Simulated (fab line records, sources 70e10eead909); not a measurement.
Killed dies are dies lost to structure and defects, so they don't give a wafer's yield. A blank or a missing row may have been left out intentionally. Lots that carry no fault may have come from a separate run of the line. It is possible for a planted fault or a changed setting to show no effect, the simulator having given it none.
fab line records ; flow nand-harc
record: lots: 13; wafers: 39; last-day: 24
route steps=1159 shown P_CONTACT@219 END@1159
lots that met no fault: from a run of the same line without faults
start-h: hours from the record's first day to the start of the lot's first wafer shown ; wait-h: how many hours have passed since the lot's step before this one ; " repeats the value in the row above ; L1.1+2: one row covering several wafers at once ; - no value, or no start was given ; * or withheld: withheld ; < > ~ a bound
route shown NAME@n: a module of which the file shows steps, and the number in the route of the first ; usual: the fault-free wafers' mean and standard deviation ; same: alike in all rows ; chamber/n: place in a boat ; sites: per-site readings ; _std_site: the standard deviation of these ; _edge_site: outer sites' mean less inner sites' ; radius-mm: how far each site lies from the wafer's centre ; mask NAME#n: copy n ; behind: the tool/chamber that last shaped the wafer ; hold: why the lot was held/for how many hours/how that ended ; device: the transistor (n, p or np) that didn't switch ; end of line: at the end of the route, the tests of the same wafers ; a step without rows: its recipe alone ; killed: at the first sort, the dies lost to defects and structure; wafer yield is something else ; map: a wafer's dies, marking killed ones x, the rest . and places with no die _
set.NAME: setting as actually run; set.NAME@STEP: the setting as run at that earlier step ; model.NAME: the simulator's own value behind a step, which no gauge read
the route's steps for a sample of lots (tables are steps, rows are wafers)
services: when a tool's chamber went out of use (start-h, in hours from the record's first day, below 0 if earlier), for how many hours, and the reason
== steps ==
step: NHARC_P_CONTACT_CMP_01
recipe: target-thk-nm: 200; material: SiO2
usual: motor-current-A: 11.3/1
lot.wafer;tool;chamber;start-h;wait-h;motor-current-A
L432.1;cmp-03;3;108.44;-;9.9
L432.2;cmp-03;0;108.44;-;9.7
L432.5;cmp-03;1;108.44;-;11.3
L434.4;cmp-03;3;123.33;-;9.4
L434.2;cmp-03;0;123.33;-;10.1
L434.5;cmp-03;3;123.33;-;9.6
L435.4;cmp-02;2;123.75;-;12.4
L435.3;cmp-02;0;123.75;-;10.9
L435.6;cmp-02;2;123.75;-;11.9
L437.2;cmp-02;3;141.03;-;12.6
L437.3;cmp-02;1;141.03;-;11.7
L437.6;cmp-02;2;141.03;-;11.7
L438.2;cmp-02;0;144.52;-;10.8
L438.4;cmp-02;1;144.52;-;11.4
L438.6;cmp-02;0;144.52;-;10.8
L442.2;cmp-04;3;161.16;-;10.3
L442.1;cmp-04;1;161.16;-;12.3
L442.6;cmp-04;0;161.16;-;11.0
L445.2;cmp-04;3;187.84;-;10.7
L445.4;cmp-04;1;187.84;-;11.8
L445.5;cmp-04;3;187.84;-;10.9
L444.1;cmp-04;3;189.16;-;10.3
L444.4;cmp-04;0;189.16;-;10.5
L444.6;cmp-04;2;189.16;-;11.6
L446.3;cmp-04;1;195.55;-;11.5
L446.2;cmp-04;3;195.55;-;11.2
L446.6;cmp-04;0;195.55;-;10.6
L447.2;cmp-03;0;201.91;-;10.3
L447.1;cmp-03;3;201.91;-;9.5
L447.5;cmp-03;1;201.91;-;12.1
L449.1;cmp-02;0;212.64;-;11.1
L449.4;cmp-02;1;212.64;-;11.5
L449.6;cmp-02;3;212.64;-;13.3
L454.2;cmp-03;3;240.15;-;9.9
L454.4;cmp-03;2;240.15;-;11.5
L454.5;cmp-03;3;240.15;-;9.4
L455.2;cmp-03;1;241.29;0.5;11.4
L455.4;cmp-03;2;241.29;0.5;12.1
L455.6;cmp-03;0;241.29;0.5;10.1
step: NHARC_P_CONTACT_ETCH_35
recipe: target-depth-a: 390; over-etch-frac: 0.3; time-s: 65; ion-energy-ev: 80; cf4-flow-sccm: 150; ar-flow-sccm: 0; rf-w: 300; bias-w: 100; chemistry: CF4
usual: drypump-motor-current-A: 5.8/0.6; oes-product-au: 0.999/0.011; rf-fwd-power-W: 297.2/1.2; rf-vpp-V: 151.5/1.2; showerhead-plenum-p-Torr: 1.78/0.067; throttle-valve-pct: 13.284/0.0098
same: over-etch-frac: 0.3
lot.wafer;tool;chamber;start-h;wait-h;drypump-motor-current-A;oes-product-au;rf-fwd-power-W;rf-hours-counter-h;rf-vpp-V;showerhead-plenum-p-Torr;throttle-valve-pct
L432.2;rie-diel-08;0;109.51;0.1;5.9;0.997;295.8;14;153.1;1.83;13.303
L432.1;rie-diel-08;3;109.51;0.1;6.3;1.024;297.9;15;152.4;1.85;13.283
L432.5;rie-diel-08;0;109.51;0.1;5.9;1.007;295.3;-;151.2;1.83;13.290
L434.4;rie-diel-05;2;124.40;0.1;6.1;0.993;298.1;47;150.3;1.71;13.290
L434.2;rie-diel-05;0;124.40;0.1;4.8;0.996;297.3;44;151.7;1.76;13.291
L434.5;rie-diel-05;2;124.40;0.1;6.1;0.991;297.4;-;149.6;1.71;13.275
L435.4;rie-diel-02;2;124.90;0.1;6.2;1.007;296.5;12;152.0;1.87;13.282
L435.3;rie-diel-02;3;124.90;0.1;6.6;0.984;297.7;13;153.8;1.82;13.303
L435.6;rie-diel-02;2;124.90;0.1;6.2;1.012;296.7;-;152.6;1.87;13.278
L437.3;rie-diel-02;2;142.12;0.1;6.2;1.008;296.9;14;154.1;1.87;13.285
L437.2;rie-diel-02;0;142.12;0.1;5.0;1.010;297.0;16;151.5;1.68;13.287
L437.6;rie-diel-02;2;142.12;0.1;6.2;1.006;296.2;-;152.1;1.87;13.287
L438.4;rie-diel-08;3;145.61;0.1;6.3;0.992;297.2;1;152.4;1.85;13.288
L438.2;rie-diel-08;2;145.61;0.1;6.3;0.995;300.5;1;150.4;1.72;13.265
L438.6;rie-diel-08;3;145.61;0.1;6.3;0.996;297.1;-;150.4;1.85;13.274
L442.2;rie-diel-05;3;162.13;0.1;6.5;1.010;298.6;60;151.0;1.66;13.288
L442.1;rie-diel-05;2;162.13;0.1;6.1;0.982;297.3;61;148.7;1.70;13.279
L442.6;rie-diel-05;3;162.13;0.1;6.5;1.009;297.7;-;151.6;1.66;13.295
L445.4;rie-diel-02;1;188.96;0.1;5.2;1.006;296.6;3;150.7;1.84;13.279
L445.2;rie-diel-02;2;188.96;0.1;6.2;0.996;297.4;3;152.6;1.87;13.302
L445.5;rie-diel-02;3;188.96;0.1;6.6;0.996;297.5;-;151.1;1.81;13.276
L444.4;rie-diel-02;0;190.22;0.1;5.0;1.019;295.6;3;149.9;1.68;13.295
L444.1;rie-diel-02;2;190.22;0.1;6.2;1.002;296.1;3;151.3;1.87;13.279
L444.6;rie-diel-02;3;190.22;0.1;6.6;0.991;298.2;-;153.9;1.81;13.280
L446.3;rie-diel-02;3;196.51;0.1;6.6;0.994;297.8;4;151.1;1.81;13.277
L446.2;rie-diel-02;1;196.51;0.1;5.2;1.003;296.8;4;152.1;1.84;13.298
L446.6;rie-diel-02;2;196.51;0.1;6.2;1.002;297.4;-;153.1;1.87;13.291
L447.2;rie-diel-02;3;203.01;0.1;6.6;0.996;296.6;5;149.4;1.81;13.287
L447.1;rie-diel-02;1;203.01;0.1;5.2;1.005;296.6;4;151.6;1.84;13.263
L447.5;rie-diel-02;3;203.01;0.1;6.6;1.000;297.0;-;152.6;1.81;13.295
L449.1;rie-diel-08;2;213.70;0.1;6.3;0.978;296.8;8;151.9;1.72;13.296
L449.4;rie-diel-08;3;213.70;0.1;6.2;1.002;298.2;7;152.1;1.85;13.281
L449.6;rie-diel-08;1;213.70;0.1;5.1;1.004;297.5;-;150.5;1.75;13.277
L454.4;rie-diel-02;2;241.13;0.1;6.2;1.011;299.2;8;152.1;1.87;13.300
L454.2;rie-diel-02;3;241.13;0.1;6.6;0.985;298.4;8;151.5;1.81;13.269
L454.5;rie-diel-02;1;241.13;0.1;5.2;1.006;299.0;-;151.5;1.84;13.287
L455.2;rie-diel-08;2;242.40;0.1;6.3;0.979;299.6;11;151.6;1.72;13.285
L455.6;rie-diel-08;1;242.40;0.1;5.1;0.998;297.9;-;150.1;1.75;13.284
L455.4;rie-diel-08;2;242.40;0.1;6.3;0.972;299.2;-;151.8;1.72;13.280
step: NHARC_P_CONTACT_ALD_22
recipe: target-thk-a: 30; pulse-time-s: 1; ald-cycles: 150; temp-c: 450; material: TiN
usual: ald-cycles: 150/0; heater-power-w: 1077/120; precursor-pulse-height-rel: 1.001/0.021
lot.wafer;tool;chamber;start-h;wait-h;ald-cycles;heater-power-w;precursor-pulse-height-rel
L432.2;ald-metal-02;1;111.64;-;150;1107;0.994
L432.1;ald-metal-02;2;111.64;-;150;1011;1.009
L432.5;ald-metal-02;0;111.64;-;150;913;1.024
L434.2;ald-metal-02;0;126.20;-;150;906;0.980
L434.4;ald-metal-02;2;126.20;-;150;1012;1.002
L434.5;ald-metal-02;0;126.20;-;150;914;1.002
L435.3;ald-metal-01;2;126.63;-;150;1044;0.984
L435.4;ald-metal-01;0;126.63;-;150;1040;1.015
L435.6;ald-metal-01;2;126.63;-;150;1036;0.994
L437.2;ald-metal-02;0;143.90;-;150;911;1.003
L437.3;ald-metal-02;1;143.90;-;150;1097;0.948
L437.6;ald-metal-02;3;143.90;-;150;1075;0.997
L438.2;ald-metal-02;2;147.37;-;150;1065;0.998
L438.4;ald-metal-02;0;147.37;-;150;916;0.984
L438.6;ald-metal-02;2;147.37;-;150;1017;1.006
L442.1;ald-metal-01;3;164.09;-;150;1337;1.009
L442.2;ald-metal-01;0;164.09;-;150;1053;1.022
L442.6;ald-metal-01;0;164.09;-;150;1050;0.980
L445.2;ald-metal-03;2;190.75;-;150;887;0.977
L445.4;ald-metal-03;3;190.75;-;150;1125;1.035
L445.5;ald-metal-03;0;190.75;-;150;1072;0.965
L444.4;ald-metal-03;2;191.96;-;150;871;0.993
L444.1;ald-metal-03;0;191.96;-;150;1075;0.960
L444.6;ald-metal-03;2;191.96;-;150;890;1.015
L446.2;ald-metal-03;1;198.28;-;150;1099;0.971
L446.3;ald-metal-03;0;198.28;-;150;1095;1.011
L446.6;ald-metal-03;2;198.28;-;139;900;1.028
L447.1;ald-metal-03;1;204.76;-;139;1082;0.966
L447.2;ald-metal-03;2;204.76;-;150;906;1.008
L447.5;ald-metal-03;0;204.76;-;150;1070;0.998
L449.1;ald-metal-03;1;215.48;-;139;1093;1.015
L449.4;ald-metal-03;2;215.48;-;139;894;1.009
L449.6;ald-metal-03;0;215.48;-;139;1087;1.014
L454.2;ald-metal-01;0;242.91;-;150;1063;1.036
L454.4;ald-metal-01;1;242.91;-;150;1262;1.014
L454.5;ald-metal-01;3;242.91;-;150;1291;1.001
L455.2;ald-metal-02;0;244.34;-;150;942;1.001
L455.4;ald-metal-02;1;244.34;-;150;1129;0.969
L455.6;ald-metal-02;2;244.34;-;150;1043;1.026
step: NHARC_P_CONTACT_INSPECT_27
usual: raw-defect-count: 286/110
lot.wafer;tool;chamber;start-h;wait-h;raw-defect-count
L432.1;defect-inspect-02;-;116.84;0.1;449
L432.2;defect-inspect-02;-;116.84;0.1;350
L432.5;defect-inspect-02;-;116.84;0.1;227
L434.2;defect-inspect-01;-;130.44;0.1;264
L434.4;defect-inspect-01;-;130.44;0.1;120
L434.5;defect-inspect-01;-;130.44;0.1;168
L435.3;defect-inspect-01;-;130.98;0.1;227
L435.4;defect-inspect-01;-;130.98;0.1;228
L435.6;defect-inspect-01;-;130.98;0.1;153
L437.2;defect-inspect-02;-;147.36;0.1;451
L437.3;defect-inspect-02;-;147.36;0.1;418
L437.6;defect-inspect-02;-;147.36;0.1;298
L438.2;defect-inspect-01;-;150.76;0.1;205
L438.4;defect-inspect-01;-;150.76;0.1;149
L438.6;defect-inspect-01;-;150.76;0.1;217
L442.1;defect-inspect-01;-;165.34;0.1;389
L442.2;defect-inspect-01;-;165.34;0.1;435
L442.6;defect-inspect-01;-;165.34;0.1;454
L445.2;defect-inspect-02;-;192.30;0.1;508
L445.4;defect-inspect-02;-;192.30;0.1;305
L445.5;defect-inspect-02;-;192.30;0.1;305
L444.1;defect-inspect-02;-;193.21;0.1;228
L444.4;defect-inspect-02;-;193.21;0.1;308
L444.6;defect-inspect-02;-;193.21;0.1;199
L446.2;defect-inspect-01;-;211.42;0.1;341
L446.3;defect-inspect-01;-;211.42;0.1;208
L446.6;defect-inspect-01;-;211.42;0.1;140
L447.1;defect-inspect-01;-;215.05;0.1;184
L447.2;defect-inspect-01;-;215.05;0.1;125
L447.5;defect-inspect-01;-;215.05;0.1;112
L449.1;defect-inspect-01;-;216.72;0.1;365
L449.4;defect-inspect-01;-;216.72;0.1;323
L449.6;defect-inspect-01;-;216.72;0.1;182
L454.2;defect-inspect-02;-;244.84;0.1;273
L454.4;defect-inspect-02;-;244.84;0.1;414
L454.5;defect-inspect-02;-;244.84;0.1;322
L455.2;defect-inspect-02;-;245.58;0.1;237
L455.4;defect-inspect-02;-;245.58;0.1;338
L455.6;defect-inspect-02;-;245.58;0.1;371
step: NHARC_END_SORT_01
recipe: temp-c: 25
usual: killed-at-array: 25/10; killed-at-other: 0.6/0.91; killed-at-periphery: 3.6/2.9; killed-dies: 29/10; killed-open: 3.3/2; killed-short: 1.9/1.5
same: gross-dies: 677
lot.wafer;tool;chamber;start-h;wait-h;killed-at-array;killed-at-other;killed-at-periphery;killed-dies;killed-open;killed-short
L432.1;prober-02;0;444.57;2.5;14;0;4;18;5;2
L432.2;prober-02;0;445.38;2.8;13;0;2;15;1;2
L432.5;prober-02;0;447.81;3.7;23;0;2;25;4;0
L435.3;prober-01;0;461.30;3.1;8;1;2;11;2;2
L435.4;prober-01;0;462.10;3.4;10;2;3;15;3;3
L435.6;prober-01;0;463.71;4.0;11;0;1;12;4;1
L434.2;prober-02;0;468.80;2.8;20;0;4;24;1;1
L434.4;prober-02;0;470.41;3.4;20;0;4;24;3;2
L434.5;prober-02;0;471.22;3.7;12;0;5;17;2;0
L437.2;prober-01;0;484.69;2.8;21;1;4;26;3;1
L437.3;prober-01;0;485.49;3.1;17;0;5;22;5;1
L437.6;prober-01;0;487.88;4.0;17;1;9;27;2;0
L442.1;prober-01;0;499.48;2.5;26;1;4;31;4;2
L442.2;prober-01;0;500.28;2.8;23;4;8;35;4;1
L442.6;prober-01;0;503.50;4.0;17;2;4;23;1;1
L446.2;prober-02;0;533.20;2.8;55;0;3;58;7;0
L446.3;prober-02;0;533.99;3.1;49;0;0;49;2;1
L447.1;prober-02;0;540.38;2.5;20;2;2;24;4;1
L447.2;prober-02;0;541.18;2.8;32;2;0;34;1;1
L447.5;prober-02;0;543.56;3.7;23;3;1;27;2;3
killed by level:class
L432.1 A_SLIT:chamber-film-flake=6 A_M0:geometric-particle:open=2 P_M1:chamber-film-flake=2 A_CHANNEL_HOLE_D1:chamber-film-flake=2 P_CONTACT:geometric-particle:open=1 P_M0:geometric-particle:short=1 A_CONTACT:geometric-particle:open=1 A_CONTACT:geometric-particle:short=1
L432.2 A_SLIT:chamber-film-flake=10 P_CONTACT:geometric-particle:short=1 P_M0:geometric-particle:open=1 A_CONTACT:geometric-particle:short=1 A_CHANNEL_HOLE_D1:chamber-film-flake=1 A_WL_FILL:chamber-film-flake=1
L432.5 A_SLIT:chamber-film-flake=12 A_CHANNEL_HOLE_D1:chamber-film-flake=3 A_CONTACT:chamber-film-flake=3 A_CHANNEL_FILL_D1:geometric-particle:open=1 A_WL_FILL:geometric-particle:open=1 A_BLC:geometric-particle:open=1 A_M0:geometric-particle:open=1 P_STI:chamber-film-flake=1
L435.3 A_CHANNEL_HOLE_D1:chamber-film-flake=2 P_M0:geometric-particle:open=1 A_CHANNEL_HOLE_D1:geometric-particle:short=1 A_CONTACT:geometric-particle:open=1 STARTING-WAFER:geometric-particle:short=1 P_M1:chamber-film-flake=1 A_ZERO_WELL:chamber-film-flake=1 A_SLIT:chamber-film-flake=1
L435.4 A_ZERO_WELL:chamber-film-flake=2 A_M0:chamber-film-flake=2 THIN_TSV:chamber-film-flake=2 P_CONTACT:geometric-particle:open=1 P_M1:geometric-particle:open=1 A_CHANNEL_FILL_D1:geometric-particle:short=1 A_SGD_CUT:geometric-particle:short=1 A_M0:geometric-particle:open=1
L435.6 A_STAIRCASE:chamber-film-flake=3 A_M0:chamber-film-flake=2 P_CONTACT:geometric-particle:open=1 A_ONON_D1:geometric-particle:open=1 A_CONTACT:geometric-particle:short=1 A_CONTACT:geometric-particle:open=1 A_M1:geometric-particle:open=1 A_ZERO_WELL:chamber-film-flake=1
L434.2 A_SLIT:chamber-film-flake=11 A_CONTACT:chamber-film-flake=5 P_STI:chamber-film-flake=3 A_CHANNEL_HOLE_D1:chamber-film-flake=2 P_CONTACT:geometric-particle:open=1 A_SOURCE_PLATE:geometric-particle:short=1 A_STAIRCASE:chamber-film-flake=1
L434.4 A_SLIT:chamber-film-flake=10 A_CONTACT:chamber-film-flake=3 A_WL_FILL:geometric-particle:open=2 P_CONTACT:chamber-film-flake=2 A_CHANNEL_HOLE_D1:chamber-film-flake=2 P_M2:geometric-particle:open=1 A_CHANNEL_FILL_D1:geometric-particle:short=1 A_WL_FILL:geometric-particle:short=1
L434.5 A_SLIT:chamber-film-flake=8 P_STI:chamber-film-flake=2 P_CONTACT:chamber-film-flake=2 A_STAIRCASE:chamber-film-flake=2 P_GATE:geometric-particle:open=1 A_CONTACT:geometric-particle:open=1 A_CHANNEL_HOLE_D1:chamber-film-flake=1
L437.2 A_SLIT:chamber-film-flake=11 A_STAIRCASE:chamber-film-flake=3 A_CONTACT:chamber-film-flake=3 A_CHANNEL_HOLE_D1:chamber-film-flake=2 P_M0:geometric-particle:open=1 P_M1:geometric-particle:open=1 A_M0:geometric-particle:open=1 A_M0:geometric-particle:short=1
L437.3 A_SLIT:chamber-film-flake=8 P_M0:geometric-particle:open=2 P_BONDPAD:chamber-film-flake=2 A_CHANNEL_HOLE_D1:chamber-film-flake=2 A_CONTACT:chamber-film-flake=2 A_ONON_D1:geometric-particle:open=1 A_SLIT:geometric-particle:open=1 A_WL_FILL:geometric-particle:short=1
L437.6 A_SLIT:chamber-film-flake=11 P_STI:chamber-film-flake=3 P_BONDPAD:chamber-film-flake=3 A_CONTACT:chamber-film-flake=3 P_GATE:chamber-film-flake=2 A_STAIRCASE:chamber-film-flake=2 P_M0:geometric-particle:open=1 A_ONON_D1:geometric-particle:open=1
L442.1 A_SLIT:chamber-film-flake=9 A_CHANNEL_HOLE_D1:chamber-film-flake=6 A_BLC:geometric-particle:open=3 A_STAIRCASE:chamber-film-flake=3 A_CONTACT:chamber-film-flake=3 P_M1:geometric-particle:open=1 P_M1:geometric-particle:short=1 A_ONON_D1:geometric-particle:short=1
L442.2 A_SLIT:chamber-film-flake=10 P_ZERO_WELL:chamber-film-flake=4 A_CHANNEL_HOLE_D1:chamber-film-flake=3 A_STAIRCASE:chamber-film-flake=3 A_CONTACT:chamber-film-flake=3 THIN_TSV:chamber-film-flake=3 P_GATE:chamber-film-flake=2 A_M1:chamber-film-flake=2
L442.6 A_SLIT:chamber-film-flake=11 A_STAIRCASE:chamber-film-flake=4 P_GATE:chamber-film-flake=2 A_CHANNEL_HOLE_D1:chamber-film-flake=2 THIN_TSV:chamber-film-flake=2 P_M0:geometric-particle:open=1 P_M0:geometric-particle:short=1
L446.2 A_CHANNEL_HOLE_D1:chamber-film-flake=25 A_SLIT:chamber-film-flake=13 A_ZERO_WELL:chamber-film-flake=4 A_STAIRCASE:chamber-film-flake=4 A_WL_FILL:chamber-film-flake=3 P_STI:geometric-particle:open=1 P_GATE:geometric-particle:open=1 A_ONON_D1:geometric-particle:open=1
L446.3 A_CHANNEL_HOLE_D1:chamber-film-flake=16 A_SLIT:chamber-film-flake=13 A_CONTACT:chamber-film-flake=7 A_STAIRCASE:chamber-film-flake=5 A_ZERO_WELL:chamber-film-flake=2 A_WL_FILL:chamber-film-flake=2 A_CHANNEL_HOLE_D1:geometric-particle:short=1 A_CONTACT:geometric-particle:open=1
L447.1 A_STAIRCASE:chamber-film-flake=8 A_CHANNEL_HOLE_D1:chamber-film-flake=7 A_BLC:chamber-film-flake=2 P_CONTACT:geometric-particle:open=1 A_CHANNEL_FILL_D1:geometric-particle:open=1 A_CONTACT:geometric-particle:open=1 A_CONTACT:geometric-particle:short=1 STARTING-WAFER:geometric-particle:open=1
L447.2 A_CHANNEL_HOLE_D1:chamber-film-flake=22 A_STAIRCASE:chamber-film-flake=4 A_CONTACT:chamber-film-flake=2 HYBRID_BOND:chamber-film-flake=2 A_CHANNEL_FILL_D1:geometric-particle:open=1 A_BLC:geometric-particle:short=1 A_SLIT:chamber-film-flake=1 A_WL_FILL:chamber-film-flake=1
L447.5 A_CHANNEL_HOLE_D1:chamber-film-flake=9 A_STAIRCASE:chamber-film-flake=3 A_CONTACT:chamber-film-flake=3 HYBRID_BOND:chamber-film-flake=3 A_WL_FILL:geometric-particle:short=2 A_BLC:chamber-film-flake=2 P_M0:geometric-particle:open=1 A_BLC:geometric-particle:short=1
== services ==
tool;chamber;start-h;hours;kind
ald-metal-03;-;92.72;0.5;repair
cmp-04;-;105.00;4.0;pm
rie-diel-08;1;108.66;7.9;repair
cmp-02;-;109.82;1.4;repair
rie-diel-08;3;109.85;9.1;repair
cmp-04;-;110.15;1.4;repair
ald-metal-02;3;112.35;24.1;repair
cmp-02;-;115.92;2.5;repair
rie-diel-08;-;124.80;9.0;pm
cmp-02;-;128.50;4.0;pm
rie-diel-08;1;134.74;5.1;repair
rie-diel-08;-;140.42;0.7;repair
ald-metal-03;-;144.00;10.0;pm
cmp-02;-;150.27;0.6;repair
rie-diel-02;-;150.70;9.0;pm
cmp-02;-;155.87;0.5;repair
cmp-03;-;156.13;4.0;pm
rie-diel-08;2;160.91;5.5;repair
rie-diel-02;3;171.82;4.8;repair
rie-diel-02;2;179.85;2.3;repair
ald-metal-02;-;186.00;10.0;pm
ald-metal-03;-;195.03;1.7;repair
cmp-03;-;210.06;10.7;repair
ald-metal-02;-;230.32;1.6;repair
== key ==
first-sign: step: NHARC_P_CONTACT_ALD_22; reading: ald-cycles; direction: down; sigmas: 99+; usual: 150; struck: 139
effect none on later readings
met-at NHARC_P_CONTACT_ALD_22
struck-lots L446,L447,L449
struck-wafers L446.6,L447.1,L449.1,L449.4,L449.6
tester-left-out L446,L447,L449
not-acting-at NHARC_P_CONTACT_CMP_01,NHARC_P_CONTACT_ETCH_35,NHARC_P_CONTACT_INSPECT_27
onset-between 191.96 198.28
fault: kind: process-parameter-drift; tool: ald-metal-03; chamber: -; onset-h: 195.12; steps: NHARC_P_CONTACT_ALD_22; channel: ald-cycles; offset: -11; shape: step; end-h: 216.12; scope: struck-wafers-only; acts-in: these-recipes-only; stated: 150
tester-left-out: of these lots the tester's yield and bins aren't shown, on N5 and GAA mostly nor the transistor test; their killed dies are dies lost to structure and defects alone, not to doping, threshold or leakage, so they don't give the yield
